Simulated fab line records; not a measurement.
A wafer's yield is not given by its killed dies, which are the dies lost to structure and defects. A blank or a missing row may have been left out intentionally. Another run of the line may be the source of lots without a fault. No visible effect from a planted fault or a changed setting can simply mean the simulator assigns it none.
Which tool was responsible? / flow n5 finfet / Sampling: 9 lots, 27 wafers, 3 of 1938 route steps

== WHAT EACH GAUGE READ, for each wafer ==
N5_BEOL_M11_OCD_MEAS_38.
lot=L715; measured=day 10 12:10; on=ocd-01; trench depth nm (nm)=146.4 151.4 152.6
lot=L719; measured=day 11 16:55; on=ocd-02; trench depth nm (nm)=144.0 152.0 148.0
lot=L720; measured=day 12 09:41; on=ocd-01; trench depth nm (nm)=141.6 145.4 145.7
lot=L721; measured=day 12 16:29; on=ocd-01; trench depth nm (nm)=152.3 153.1 154.3
lot=L723; measured=day 13 13:34; on=ocd-01; trench depth nm (nm)=145.6 153.0 152.1
lot=L724; measured=day 13 13:30; on=ocd-02; trench depth nm (nm)=149.2 150.3 148.3
lot=L729; measured=day 14 05:07; on=ocd-02; trench depth nm (nm)=133.5 136.1 135.4
lot=L733; measured=day 15 03:50; on=ocd-01; trench depth nm (nm)=133.3 133.3 133.1
lot=L736; measured=day 16 11:27; on=ocd-01; trench depth nm (nm)=146.0 151.2 152.3

== WHICH TOOL RAN EACH LOT (tool, then ch and the chambers of the sampled wafers, then the start) ==
lot=L715; N5_BEOL_M11_STRIP_36=rie diel-02 ch 0,1,2, day 10 11:56; N5_BEOL_M11_TRENCH_ETCH_37=rie diel-02 ch 0,1,2, day 10 11:59
lot=L719; N5_BEOL_M11_STRIP_36=rie diel-06 ch 0,2,3, day 11 16:42; N5_BEOL_M11_TRENCH_ETCH_37=rie diel-06 ch 0,2,3, day 11 16:44
lot=L720; N5_BEOL_M11_STRIP_36=rie diel-06 ch 0,1,3, day 12 09:28; N5_BEOL_M11_TRENCH_ETCH_37=rie diel-06 ch 0,1,3, day 12 09:30
lot=L721; N5_BEOL_M11_STRIP_36=rie diel-02 ch 1,2, day 12 16:16; N5_BEOL_M11_TRENCH_ETCH_37=rie diel-02 ch 1,2, day 12 16:18
lot=L723; N5_BEOL_M11_STRIP_36=rie diel-06 ch 1,2, day 13 13:20; N5_BEOL_M11_TRENCH_ETCH_37=rie diel-06 ch 1,2, day 13 13:23
lot=L724; N5_BEOL_M11_STRIP_36=rie diel-05 ch 0,1,2, day 13 13:17; N5_BEOL_M11_TRENCH_ETCH_37=rie diel-05 ch 0,1,2, day 13 13:19
lot=L729; N5_BEOL_M11_STRIP_36=rie diel-02 ch 1,2, day 14 04:53; N5_BEOL_M11_TRENCH_ETCH_37=rie diel-02 ch 1,2, day 14 04:56
lot=L733; N5_BEOL_M11_STRIP_36=rie diel-02 ch 2,3, day 15 03:37; N5_BEOL_M11_TRENCH_ETCH_37=rie diel-02 ch 2,3, day 15 03:39
lot=L736; N5_BEOL_M11_STRIP_36=rie diel-06 ch 2,3, day 16 11:14; N5_BEOL_M11_TRENCH_ETCH_37=rie diel-06 ch 2,3, day 16 11:16
- N5_BEOL_M11_STRIP_36: strips in N2/H2.
- N5_BEOL_M11_TRENCH_ETCH_37: etches SiCOH lowk in C4F6/O2, target depth 148.83 nm, time 48 s.

== THE ANSWER, worked out from the rows above alone ==
Rule: the lots themselves supply what counts as usual. Put in order of their means at a reading, lots are off if they are a third of the lots or fewer, leave a main group of 4 or more, and stand apart from it by a gap of 3 or more times the standard deviation of the main group's means; of several such gaps the widest counts. The tables above print the reading to a certain number of digits; a main group whose means all agree to those digits is not used. A lot without any number at a reading at which 4 lots or more have one is off too. The other lots that the step has rows for count as sound.
Off: L729, L733, at N5_BEOL_M11_OCD_MEAS_38 (trench depth nm). For the main group the mean is 149.3 nm and the standard deviation 2.5.
A tool fits if, at a process step before that reading, it ran every lot that is off, and no sound lot after the first of them. Gauges at N5_BEOL_M11_OCD_MEAS_38: tried the same way as those tools. One fits: rie diel-02 at N5_BEOL_M11_STRIP_36 and N5_BEOL_M11_TRENCH_ETCH_37. At N5_BEOL_M11_STRIP_36 its last sound lot is L721 (day 12 16:16), its first lot that is off L729 (day 14 04:53): a fault that began between those two fits.

== WHAT THE SIMULATOR PUT IN ==
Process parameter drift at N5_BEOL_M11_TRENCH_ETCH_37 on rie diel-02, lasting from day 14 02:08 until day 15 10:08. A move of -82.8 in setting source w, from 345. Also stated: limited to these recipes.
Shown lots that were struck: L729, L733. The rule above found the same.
